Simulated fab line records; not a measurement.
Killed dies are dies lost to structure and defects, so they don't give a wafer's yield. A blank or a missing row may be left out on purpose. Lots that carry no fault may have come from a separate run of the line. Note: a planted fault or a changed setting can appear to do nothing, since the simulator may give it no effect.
Which of the tools did it?    flow n5Finfet    66 wafers sampled from 22 lots at 1 step of a route of 1938

## WHAT THE GAUGES SHOWED, per wafer
N5_SD_EPI_P_CD_MEAS_09 targets a cd of 240 nm.
lot   measured     on        cdNm (nm)
L075  day 3 17:23  cdSem-02  237.9 239.2 239.9
L076  day 4 01:13  cdSem-01  238.7 239.1 238.8
L077  day 4 06:59  cdSem-02  238.6 239.7 239.2
L078  day 4 09:03  cdSem-02  240.7 240.6 239.9
L079  day 4 12:47  cdSem-02  241.1 241.5 241.2
L080  day 4 17:16  cdSem-01  239.4 239.0 239.5
L081  day 4 22:49  cdSem-01  240.5 239.9 240.6
L082  day 5 04:56  cdSem-01  239.7 239.5 239.5
L083  day 5 13:20  cdSem-01  239.2 239.4 239.6
L084  day 5 19:58  cdSem-02  239.3 240.4 238.2
L085  day 6 05:16  cdSem-01  241.5 242.1 239.2
L086  day 6 10:04  cdSem-02  240.1 239.5 239.8
L087  day 6 13:06  cdSem-01  237.1 238.3 238.9
L088  day 6 19:12  cdSem-02  240.9 239.9 241.3
L089  day 7 00:23  cdSem-01  239.9 240.1 238.9
L090  day 7 04:08  cdSem-01  239.2 240.9 240.5
L091  day 7 09:49  cdSem-01  240.6 241.2 240.7
L092  day 7 17:41  cdSem-02  239.3 239.4 238.4
L093  day 8 00:17  cdSem-01  239.7 240.4 240.9
L095  day 8 13:18  cdSem-01  240.0 238.6 242.1
L096  day 8 18:40  cdSem-01  241.3 240.5 241.1
L097  day 8 23:41  cdSem-01  240.0 239.3 241.4

## WHICH TOOL RAN EACH LOT (tool, then ch and the chambers of the sampled wafers, then the start)
No process step before these readings appears in the record.

## AS READ BY THE TOOLS THEMSELVES (means over the sampled wafers that have a number; for cases with no such wafer, the mark the record gives instead)
The record holds no such reading with a usual standard deviation.

## THE ANSWER, worked out from the rows above alone
Rule: the usual values come from the lots themselves. Put in order of their means at a reading, lots are off if they are a third of the lots or fewer, leave a main group of 4 or more, and stand apart from it by a gap of 3 or more times the standard deviation of the main group's means; of several such gaps the widest counts. A main group is skipped when, at the precision printed for the reading in the tables above, its means are all equal. Also off: a lot with no number at a reading for which 4 or more lots have one. The other lots that the step has rows for count as sound. First the gauges in route order, then the tools' own readings, where a lot's mean is used as printed above. The first step at which some lot is off is used, and at that step the reading that is off furthest; a lot without a number counts as furthest.
Across all readings shown, no lot is off: no conclusion can be drawn from this.

## WHAT HAD BEEN PUT IN BY THE SIMULATOR
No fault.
